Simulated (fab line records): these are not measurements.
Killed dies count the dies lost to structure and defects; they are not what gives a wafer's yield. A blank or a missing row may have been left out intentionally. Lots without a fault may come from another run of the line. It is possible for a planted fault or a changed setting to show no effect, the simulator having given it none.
fab line records + flow n5_finfet + part 2 of 2: steps 8 to 8 of 8
[record]
- lots = 12
- wafers = 36
- last_day = 19
route steps=1938 shown BEOL_M5@1154 BEOL_M15@1830
lots with no fault: from the same line, run without faults
start_h: the number of hours between the record's first day and the start of the first shown wafer of the lot + wait_h: hours from the lot's prior step to this one + " repeats the value in the row above + L1.1+2: a row that stands for several wafers + - either no value or no given start + * or withheld: withheld + < > ~ a bound
route shown NAME@n: names a module that has steps shown in the file, with the first one's number in the route + usual: mean/standard deviation taken from wafers without a fault + same: alike in all rows + chamber/n: place in a boat + sites: readings site by site + _std_site: the values' standard deviation + _edge_site: inner sites' mean taken away from outer sites' mean + radius_mm: how far each site lies from the wafer's centre + mask NAME#n: copy n + behind: tool/chamber where the wafer was last shaped + hold: cause of the lot's hold/its duration in hours/its outcome + device: which transistor (n, p or np) failed to switch + end of line: the tests these same wafers got at the end of their route + a step without rows: its recipe alone + killed: at the first sort, the dies lost to defects and structure; wafer yield is something else + map: a wafer's dies, x killed, . not, _ none there
set.NAME: the setting that was run; set.NAME@STEP: the one run at that earlier step + model.NAME: the simulator's own value behind a step, which no gauge read
the route's steps for a sample of lots (tables are steps, rows are wafers)
services: from which hour (start_h, from the record's first day; less than 0 if before it) a tool's chamber was out of use, for how many hours, and why
[[steps]]
[step N5_BEOL_M15_RC_MEAS_101]
[usual]
- COMB_M10 = 1.49e-11/2.9e-12
- COMB_M11 = 1.49e-11/2.6e-12
- COMB_M12 = 7e-12/1.3e-12
- COMB_M12_max_site = 9.8e-12/2.2e-12
- COMB_M13 = 5.4e-12/1e-12
- COMB_M13_max_site = 7.7e-12/1.7e-12
- COMB_M14 = 4.1e-12/6.5e-13
- COMB_M15 = 3e-12/5.3e-13
- COMB_M6 = 2.6e-11/5e-12
- COMB_M7 = 2.6e-11/6.3e-12
- COMB_M8 = 2.5e-11/5.3e-12
- COMB_M9 = 1.5e-11/3.1e-12
- SERP_M10 = 3.07/0.09
- SERP_M11 = 3.05/0.12
- SERP_M11_max_site = 3.15/0.13
- SERP_M12 = 0.641/0.017
- SERP_M13 = 0.310/0.0086
- SERP_M14 = 0.160/0.0045
- SERP_M5 = 39.3/2
- SERP_M5_max_site = 41.0/2.2
- SERP_M6 = 13.8/0.62
- SERP_M7 = 13.4/0.62
- SERP_M8 = 13.8/0.56
- SERP_M9 = 3.08/0.11
| lot.wafer | tool      | chamber | start_h | wait_h | COMB_M10[S/m] | COMB_M11[S/m] | COMB_M12[S/m] | COMB_M12_max_site[S/m] | COMB_M13[S/m] | COMB_M13_max_site[S/m] | COMB_M14[S/m] | COMB_M15[S/m] | COMB_M6[S/m] | COMB_M7[S/m] | COMB_M8[S/m] | COMB_M9[S/m] | SERP_M10[ohm/um] | SERP_M11[ohm/um] | SERP_M11_max_site[ohm/um] | SERP_M12[ohm/um] | SERP_M13[ohm/um] | SERP_M14[ohm/um] | SERP_M5[ohm/um] | SERP_M5_max_site[ohm/um] | SERP_M6[ohm/um] | SERP_M7[ohm/um] | SERP_M8[ohm/um] | SERP_M9[ohm/um] |
|-----------|-----------|---------|---------|--------|---------------|---------------|---------------|------------------------|---------------|------------------------|---------------|---------------|--------------|--------------|--------------|--------------|------------------|------------------|---------------------------|------------------|------------------|------------------|-----------------|--------------------------|-----------------|-----------------|-----------------|-----------------|
| L886.1    | prober-02 | 0       | 277.82  | 0.0    | 1.89e-11      | 1.44e-11      | 7.6e-12       | 1.03e-11               | 6.1e-12       | 6.6e-12                | 3.6e-12       | 3.8e-12       | 3e-11        | 2e-11        | 2.8e-11      | 1e-11        | 2.95             | 2.99             | 3.08                      | 0.635            | 0.296            | 0.154            | 38.2            | 39.4                     | 15.1            | 13.9            | 14.7            | 2.96            |
| L886.4    | "         | 0       | "       | "      | 1.36e-11      | 1.64e-11      | 6.9e-12       | 9.1e-12                | 4.9e-12       | 5.9e-12                | 3.3e-12       | 3e-12         | 2.9e-11      | 2.1e-11      | 2.6e-11      | 1.6e-11      | 3.03             | 3.20             | 3.31                      | 0.690            | 0.320            | 0.166            | 40.9            | 41.6                     | 15.2            | 12.1            | 13.3            | 3.11            |
| L886.6    | "         | 0       | "       | "      | 1.31e-11      | 1.33e-11      | 8e-12         | 1.33e-11               | 5.5e-12       | 7.1e-12                | 3.5e-12       | 4.1e-12       | 2.4e-11      | 2e-11        | 2.7e-11      | 1.5e-11      | 2.96             | 3.20             | 3.35                      | 0.678            | 0.322            | 0.164            | 37.3            | 38.7                     | 14.4            | 12.8            | 14.1            | 3.02            |
| L887.1    | prober-01 | 0       | 278.14  | 0.0    | 2.09e-11      | 1.42e-11      | 4.8e-12       | 6.7e-12                | 5.2e-12       | 6e-12                  | 5.1e-12       | 2.6e-12       | 3.5e-11      | 2.9e-11      | 2.5e-11      | 1.3e-11      | 3.11             | 3.11             | 3.16                      | 0.610            | 0.306            | 0.150            | 42.1            | 43.8                     | 13.2            | 13.8            | 14.2            | 3.07            |
| L887.2    | "         | 0       | "       | "      | 1.53e-11      | 1.36e-11      | 6.9e-12       | 9.2e-12                | 4.1e-12       | 5e-12                  | 4.2e-12       | 2.9e-12       | 2e-11        | 3.3e-11      | 2.9e-11      | 1.5e-11      | 3.06             | 3.12             | 3.23                      | 0.609            | 0.307            | 0.152            | 38.5            | 40.9                     | 13.6            | 14.5            | 14.1            | 2.95            |
| L887.6    | "         | 0       | "       | "      | 1.69e-11      | 2.1e-11       | 5.8e-12       | 8e-12                  | 5.9e-12       | 6.9e-12                | 3.2e-12       | 2.9e-12       | 2.2e-11      | 2.1e-11      | 3.4e-11      | 1.9e-11      | 3.12             | 2.98             | 3.10                      | 0.629            | 0.308            | 0.150            | 38.7            | 41.9                     | 12.9            | 13.1            | 12.8            | 3.01            |
| L890.2    | prober-02 | 0       | 327.77  | 0.2    | 1.36e-11      | 1.59e-11      | 6.6e-12       | 8.7e-12                | 5.4e-12       | 9.4e-12                | 4.9e-12       | 2.8e-12       | 2e-11        | 2.2e-11      | 1.5e-11      | 8e-12        | 3.08             | 3.03             | 3.16                      | 0.653            | 0.312            | 0.160            | 37.4            | 39.1                     | 12.8            | 14.4            | 14.7            | 3.07            |
| L890.3    | "         | 0       | "       | "      | 1.17e-11      | 1.26e-11      | 5.7e-12       | 1.01e-11               | 4.1e-12       | 5.4e-12                | 5.3e-12       | 2.4e-12       | 1.8e-11      | 2.4e-11      | 2.5e-11      | 1.1e-11      | 3.17             | 2.96             | 3.06                      | 0.634            | 0.312            | 0.162            | 39.3            | 40.7                     | 14.1            | 14.5            | 13.5            | 3.14            |
| L890.6    | "         | 0       | "       | "      | 1.39e-11      | 1.18e-11      | 6.3e-12       | 7.9e-12                | 4.3e-12       | 7.5e-12                | 4.5e-12       | 2.8e-12       | 1.8e-11      | 2.7e-11      | 2.2e-11      | 1.6e-11      | 3.23             | 3.02             | 3.08                      | 0.637            | 0.308            | 0.162            | 39.9            | 41.9                     | 13.0            | 14.1            | 13.8            | 3.02            |
| L889.4    | prober-02 | 0       | 332.54  | 0.5    | 1.66e-11      | 1.75e-11      | 6e-12         | 7.7e-12                | 4.8e-12       | 6e-12                  | 5e-12         | 3.4e-12       | 2.1e-11      | 2.4e-11      | 2.8e-11      | 2.2e-11      | 3.06             | 3.11             | 3.21                      | 0.638            | 0.310            | 0.163            | 37.7            | 38.6                     | 13.9            | 13.3            | 14.4            | 3.13            |
| L889.5    | "         | 0       | "       | "      | 1.79e-11      | 1.48e-11      | 6.9e-12       | 8.8e-12                | 5.1e-12       | 8.3e-12                | 4.4e-12       | 3e-12         | 2.6e-11      | 2e-11        | 2.4e-11      | 1.5e-11      | 3.03             | 2.93             | 3.10                      | 0.633            | 0.313            | 0.158            | 39.2            | 41.4                     | 14.3            | 13.1            | 14.7            | 3.04            |
| L889.6    | "         | 0       | "       | "      | 1.73e-11      | 1.37e-11      | 8.1e-12       | 1.06e-11               | 4.8e-12       | 5.7e-12                | 3.7e-12       | 2.6e-12       | 2.9e-11      | 3.6e-11      | 2.8e-11      | 1.4e-11      | 3.02             | 3.19             | 3.30                      | 0.646            | 0.313            | 0.166            | 40.6            | 42.8                     | 14.5            | 14.3            | 13.8            | 3.15            |
| L892.2    | prober-02 | 0       | 358.45  | 0.2    | 1.47e-11      | 1.2e-11       | 8e-12         | 9.4e-12                | 3.7e-12       | 5.1e-12                | 3.8e-12       | 2.4e-12       | 2.2e-11      | 1.9e-11      | 2.1e-11      | 1e-11        | 3.15             | 3.23             | 3.35                      | 0.625            | 0.317            | 0.168            | 40.5            | 41.7                     | 13.5            | 13.2            | 13.6            | 3.22            |
| L892.4    | "         | 0       | "       | "      | 1.44e-11      | 1.24e-11      | 8.6e-12       | 1.56e-11               | 5.4e-12       | 8e-12                  | 6.4e-12       | 3.3e-12       | 3e-11        | 3.1e-11      | 1.7e-11      | 1.5e-11      | 3.09             | 3.07             | 3.12                      | 0.650            | 0.314            | 0.164            | 40.4            | 41.3                     | 13.0            | 13.5            | 13.6            | 3.09            |
| L892.5    | "         | 0       | "       | "      | 1.26e-11      | 1.19e-11      | 7.1e-12       | 1.1e-11                | 5.2e-12       | 6e-12                  | 3.7e-12       | 2.3e-12       | 3e-11        | 2.2e-11      | 2.6e-11      | 9e-12        | 3.10             | 2.94             | 3.13                      | 0.647            | 0.321            | 0.166            | 41.0            | 42.8                     | 12.8            | 13.4            | 13.6            | 3.05            |
| L893.1    | prober-01 | 0       | 368.90  | 0.0    | 1.61e-11      | 1.3e-11       | 8.8e-12       | 1.17e-11               | 4.9e-12       | 7.6e-12                | 4.5e-12       | 4.1e-12       | 1.6e-11      | 2.9e-11      | 3.2e-11      | 1.3e-11      | 3.07             | 3.10             | 3.22                      | 0.660            | 0.317            | 0.159            | 42.0            | 44.4                     | 13.3            | 13.3            | 13.6            | 3.16            |
| L893.2    | "         | 0       | "       | "      | 1.49e-11      | 1.27e-11      | 6.6e-12       | 1.07e-11               | 5.8e-12       | 8.5e-12                | 4e-12         | 3.4e-12       | 2.2e-11      | 2.3e-11      | 2.9e-11      | 1.8e-11      | 2.88             | 3.02             | 3.08                      | 0.619            | 0.310            | 0.165            | 39.3            | 41.0                     | 14.3            | 12.4            | 13.4            | 3.19            |
| L893.6    | "         | 0       | "       | "      | 1.31e-11      | 1.34e-11      | 7.2e-12       | 9.4e-12                | 6.7e-12       | 8.8e-12                | 4.6e-12       | 4.1e-12       | 2.1e-11      | 3.7e-11      | 2.5e-11      | 1.2e-11      | 3.08             | 3.08             | 3.23                      | 0.635            | 0.296            | 0.156            | 37.8            | 40.1                     | 14.0            | 13.0            | 13.4            | 3.05            |
| L896.1    | prober-01 | 0       | 391.33  | 0.0    | 1.49e-11      | 1.39e-11      | 6.9e-12       | 1.19e-11               | 7.2e-12       | 1e-11                  | 3.9e-12       | 3.5e-12       | 2.2e-11      | 2.5e-11      | 2.8e-11      | 1.5e-11      | 3.09             | 3.29             | 3.33                      | 0.646            | 0.308            | 0.155            | 38.5            | 39.9                     | 13.1            | 13.9            | 16.1            | 3.00            |
| L896.3    | "         | 0       | "       | "      | 1.9e-11       | 1.64e-11      | 9.9e-12       | 1.78e-11               | 4.5e-12       | 6.4e-12                | 3.9e-12       | 3.1e-12       | 2.6e-11      | 3.2e-11      | 2.7e-11      | 1.7e-11      | 3.21             | 3.09             | 3.21                      | 0.665            | 0.300            | 0.165            | 67.8            | 70.1                     | 13.4            | 13.5            | 14.2            | 3.10            |
| L896.4    | "         | 0       | "       | "      | 1.42e-11      | 1.02e-11      | 5.5e-12       | 7e-12                  | 6.7e-12       | 1.08e-11               | 4.4e-12       | 3.8e-12       | 1.8e-11      | 2.1e-11      | 2.6e-11      | 1.6e-11      | 2.97             | 3.30             | 3.34                      | 0.668            | 0.298            | 0.157            | 37.4            | 38.6                     | 13.8            | 13.3            | 15.5            | 3.21            |
| L899.1    | prober-02 | 0       | 393.87  | 0.0    | 1.8e-11       | 1.13e-11      | 5.9e-12       | 7.8e-12                | 4e-12         | 7.1e-12                | 4.2e-12       | 2.6e-12       | 3.6e-11      | 2.2e-11      | 3.4e-11      | 1.2e-11      | 3.07             | 2.88             | 3.03                      | 0.620            | 0.305            | 0.166            | 39.0            | 40.4                     | 13.8            | 14.0            | 14.2            | 3.16            |
| L899.2    | "         | 0       | "       | "      | 1.12e-11      | 1.86e-11      | 5.8e-12       | 8.2e-12                | 5.1e-12       | 7.4e-12                | 4.1e-12       | 2.8e-12       | 2.9e-11      | 2.8e-11      | 3.2e-11      | 1.1e-11      | 2.93             | 3.19             | 3.34                      | 0.623            | 0.295            | 0.164            | 66.7            | 68.0                     | 13.3            | 13.8            | 13.8            | 3.35            |
| L899.5    | "         | 0       | "       | "      | 1.43e-11      | 1.69e-11      | 6.9e-12       | 9.5e-12                | 3.6e-12       | 7.1e-12                | 4.9e-12       | 2.3e-12       | 2.7e-11      | 1.7e-11      | 3.1e-11      | 1.3e-11      | 3.05             | 3.08             | 3.30                      | 0.633            | 0.304            | 0.164            | 38.3            | 40.7                     | 14.2            | 13.8            | 13.2            | 3.28            |
| L907.2    | prober-01 | 0       | 441.92  | 0.5    | 1.37e-11      | 1.37e-11      | 1.06e-11      | 1.45e-11               | 5.6e-12       | 7.2e-12                | 3.6e-12       | 2.8e-12       | 2.6e-11      | 2.4e-11      | 3.3e-11      | 1.5e-11      | 2.90             | 3.17             | 3.26                      | 0.630            | 0.311            | 0.161            | 38.8            | 40.6                     | 14.5            | 13.7            | 14.6            | 2.83            |
| L907.5    | "         | 0       | "       | "      | 1.17e-11      | 1.71e-11      | 5.8e-12       | 7.7e-12                | 5.9e-12       | 1e-11                  | 4.9e-12       | 3.5e-12       | 1.8e-11      | 2.1e-11      | 2e-11        | 1.5e-11      | 2.85             | 2.92             | 2.99                      | 0.626            | 0.314            | 0.157            | 37.7            | 38.7                     | 13.6            | 14.0            | 14.3            | 2.85            |
| L907.6    | "         | 0       | "       | "      | 1.59e-11      | 1.83e-11      | 6.8e-12       | 9.7e-12                | 5.3e-12       | 6.7e-12                | 3.8e-12       | 2.2e-12       | 1.7e-11      | 1.7e-11      | 2.6e-11      | 1.3e-11      | 3.01             | 3.11             | 3.23                      | 0.651            | 0.308            | 0.159            | 39.9            | 40.8                     | 14.8            | 13.4            | 14.0            | 2.93            |
| L908.2    | prober-02 | 0       | 442.13  | 0.6    | 1.32e-11      | 1.39e-11      | 5.2e-12       | 6.5e-12                | 4.9e-12       | 8.4e-12                | 3.9e-12       | 4e-12         | 3e-11        | 2.6e-11      | 2.4e-11      | 1.4e-11      | 3.10             | 3.01             | 3.11                      | 0.640            | 0.302            | 0.157            | 35.9            | 36.8                     | 15.4            | 13.2            | 14.2            | 2.98            |
| L908.5    | "         | 0       | "       | "      | 1.34e-11      | 1.78e-11      | 6.3e-12       | 8.8e-12                | 5.6e-12       | 8.5e-12                | 4.8e-12       | 2.9e-12       | 2.2e-11      | 3.3e-11      | 2.3e-11      | 1.4e-11      | 3.11             | 3.27             | 3.39                      | 0.654            | 0.307            | 0.160            | 42.0            | 43.9                     | 14.3            | 13.4            | 13.5            | 3.04            |
| L908.6    | "         | 0       | "       | "      | 1.23e-11      | 1.42e-11      | 5.5e-12       | 7.7e-12                | 4.7e-12       | 5.8e-12                | 3.4e-12       | 2.9e-12       | 1.7e-11      | 2.9e-11      | 2.1e-11      | 1.5e-11      | 3.04             | 3.00             | 3.11                      | 0.644            | 0.302            | 0.169            | 38.1            | 41.5                     | 14.4            | 12.0            | 14.1            | 2.93            |
| L906.1    | prober-02 | 0       | 443.99  | 0.0    | 1.3e-11       | 1.03e-11      | 6.8e-12       | 1.07e-11               | 5.1e-12       | 9.1e-12                | 3.6e-12       | 3.6e-12       | 2.5e-11      | 2.5e-11      | 1.6e-11      | 1.2e-11      | 2.99             | 3.07             | 3.27                      | 0.663            | 0.317            | 0.169            | 39.8            | 41.0                     | 13.6            | 13.7            | 13.2            | 2.92            |
| L906.3    | "         | 0       | "       | "      | 1.25e-11      | 1.58e-11      | 9e-12         | 1.02e-11               | 5.1e-12       | 8.4e-12                | 4.2e-12       | 2.8e-12       | 2.8e-11      | 3.5e-11      | 1.8e-11      | 1.6e-11      | 2.90             | 3.23             | 3.35                      | 0.671            | 0.307            | 0.157            | 37.9            | 38.3                     | 13.5            | 12.3            | 13.5            | 3.04            |
| L906.4    | "         | 0       | "       | "      | 1.08e-11      | 1.03e-11      | 8.5e-12       | 1.02e-11               | 4.6e-12       | 6.6e-12                | 4.2e-12       | 3e-12         | 2e-11        | 3e-11        | 2.1e-11      | 1.3e-11      | 3.02             | 3.11             | 3.23                      | 0.641            | 0.319            | 0.159            | 38.6            | 39.3                     | 14.5            | 12.7            | 13.9            | 3.05            |
| L909.1    | prober-01 | 0       | 447.92  | 0.0    | 1.27e-11      | 1.42e-11      | 5.8e-12       | 8.4e-12                | 4.8e-12       | 6.5e-12                | 3.3e-12       | 3.1e-12       | 2.6e-11      | 2.2e-11      | 2.2e-11      | 1.1e-11      | 3.01             | 2.93             | 2.97                      | 0.636            | 0.334            | 0.153            | 37.6            | 38.9                     | 13.3            | 13.0            | 13.5            | 3.01            |
| L909.5    | "         | 0       | "       | "      | 1.95e-11      | 1.62e-11      | 5.4e-12       | 7.5e-12                | 4.9e-12       | 8.1e-12                | 4.2e-12       | 2.5e-12       | 2.8e-11      | 2e-11        | 2.2e-11      | 1.8e-11      | 3.12             | 2.89             | 2.98                      | 0.635            | 0.308            | 0.164            | 33.6            | 37.3                     | 13.4            | 13.2            | 13.3            | 3.02            |
| L909.6    | "         | 0       | "       | "      | 1.51e-11      | 1.74e-11      | 8.3e-12       | 1.11e-11               | 5.8e-12       | 7.9e-12                | 3.6e-12       | 3.2e-12       | 2.1e-11      | 2.1e-11      | 2.4e-11      | 1.6e-11      | 2.96             | 3.18             | 3.21                      | 0.622            | 0.315            | 0.164            | 40.2            | 45.2                     | 13.4            | 13.1            | 13.7            | 2.96            |
// sites SERP_M5 radius_mm=0,75,75,75,75,140,140,140,140
L886.1 37.3 39.4 38.9 38.4 37.9 38.1 37.2 38.2 38.2
L887.1 40.4 41.3 42.5 42.1 41.8 42.2 43.8 42.1 42.5
L890.2 36.3 36.9 37.4 37.0 36.2 38.2 37.9 39.1 37.4
L889.4 38.6 37.7 38.0 38.1 38.4 36.3 37.2 36.4 36.9
L892.2 40.5 41.7 39.5 41.0 40.2 40.5 40.1 40.6 39.8
L893.1 42.0 42.1 43.8 42.1 44.4 39.3 39.9 39.5 41.5
L896.1 37.3 38.0 38.6 38.2 38.5 39.6 38.7 38.1 39.9
L899.1 38.2 40.2 38.4 40.4 39.0 39.0 40.1 39.6 38.5
L907.2 38.2 39.6 38.8 38.2 39.0 40.6 37.9 37.7 39.7
L908.2 35.5 36.8 35.7 35.6 35.9 36.8 35.3 36.1 36.3
L906.1 37.4 38.9 39.0 40.6 39.8 41.0 40.9 40.6 39.6
L909.1 34.9 37.5 37.1 37.6 36.7 38.9 38.9 38.6 38.5
[[services]]
| tool        | chamber | start_h | hours | kind                          |
|-------------|---------|---------|-------|-------------------------------|
| rie_diel-02 | -       | 179.40  | 1.0   | repair                        |
| rie_diel-06 | 2       | 189.08  | 10.0  | repair                        |
| uv_cure-01  | -       | 190.89  | 5.8   | repair                        |
| uv_cure-03  | -       | 220.95  | 2.8   | pm                            |
| uv_cure-03  | -       | 225.69  | 0.9   | repair                        |
| rie_diel-06 | 2       | 226.76  | 7.4   | repair                        |
| rie_diel-04 | 3       | 236.60  | 5.9   | repair                        |
| rie_diel-02 | -       | 257.06  | 72.1  | repair                        |
| uv_cure-01  | -       | 279.90  | 0.5   | repair                        |
| uv_cure-02  | -       | 281.24  | 7.5   | pm                            |
| uv_cure-03  | -       | 289.04  | 7.5   | pm                            |
| rie_diel-04 | 3       | 294.15  | 6.5   | repair                        |
| rie_diel-06 | 2       | 324.33  | -     | clean                         |
| rie_diel-06 | 2       | 324.33  | -     | consumable_replace:focus_ring |
| rie_diel-06 | 2       | 324.33  | 21.0  | scheduled_down                |
| rie_diel-06 | 2       | 324.33  | 21.0  | vent_cycle                    |
| rie_diel-02 | -       | 329.20  | 14.6  | pm                            |
| rie_diel-06 | 3       | 331.95  | 2.6   | repair                        |
| rie_diel-04 | -       | 336.59  | 4.8   | repair                        |
| rie_diel-06 | -       | 338.02  | 0.6   | repair                        |
| rie_diel-06 | 1       | 345.30  | -     | clean                         |
| rie_diel-06 | 0       | 347.58  | 3.7   | repair                        |
| rie_diel-06 | -       | 354.64  | 4.3   | pm                            |
| uv_cure-01  | -       | 355.77  | 0.8   | repair                        |
[[key]]
[first_sign]
- step = N5_BEOL_M5_OCD_MEAS_38
- reading = trench_depth_nm
- direction = down
- sigmas = 16
- usual = 71.3
- struck = 48.7
[effect]
- step = N5_BEOL_M5_THK_MEAS_53
- reading = M5_THK
- direction = down
- sigmas = 11
- usual = 62.4
- struck = 39.5
[effect]
- step = N5_BEOL_M5_RS_MEAS_57
- reading = M5_RS
- direction = up
- sigmas = 20
- usual = 0.391
- struck = 0.700
[effect]
- step = N5_BEOL_M15_RC_MEAS_101
- reading = SERP_M5
- direction = up
- sigmas = 14
- usual = 39.3
- struck = 67.2
met_at N5_BEOL_M5_TRENCH_ETCH_37
struck_lots L896,L899
struck_wafers L896.3,L899.2
sort_left_out L896.3,L899.2
not_acting_at N5_BEOL_M5_ETCH_68,N5_BEOL_M5_VIA_ETCH_34,N5_BEOL_M5_CURE_80
onset_between 275.61 299.05
[fault]
- kind = process_parameter_drift
- tool = rie_diel-06
- chamber = -
- onset_h = 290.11
- steps = N5_BEOL_M5_TRENCH_ETCH_37
- channel = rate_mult
- offset = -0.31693
- shape = step
- end_h = 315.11
- scope = struck_wafers_only
// sort_left_out: the simulated sort isn't trusted on such a fault, so these wafers' sort isn't shown, and their yield isn't known
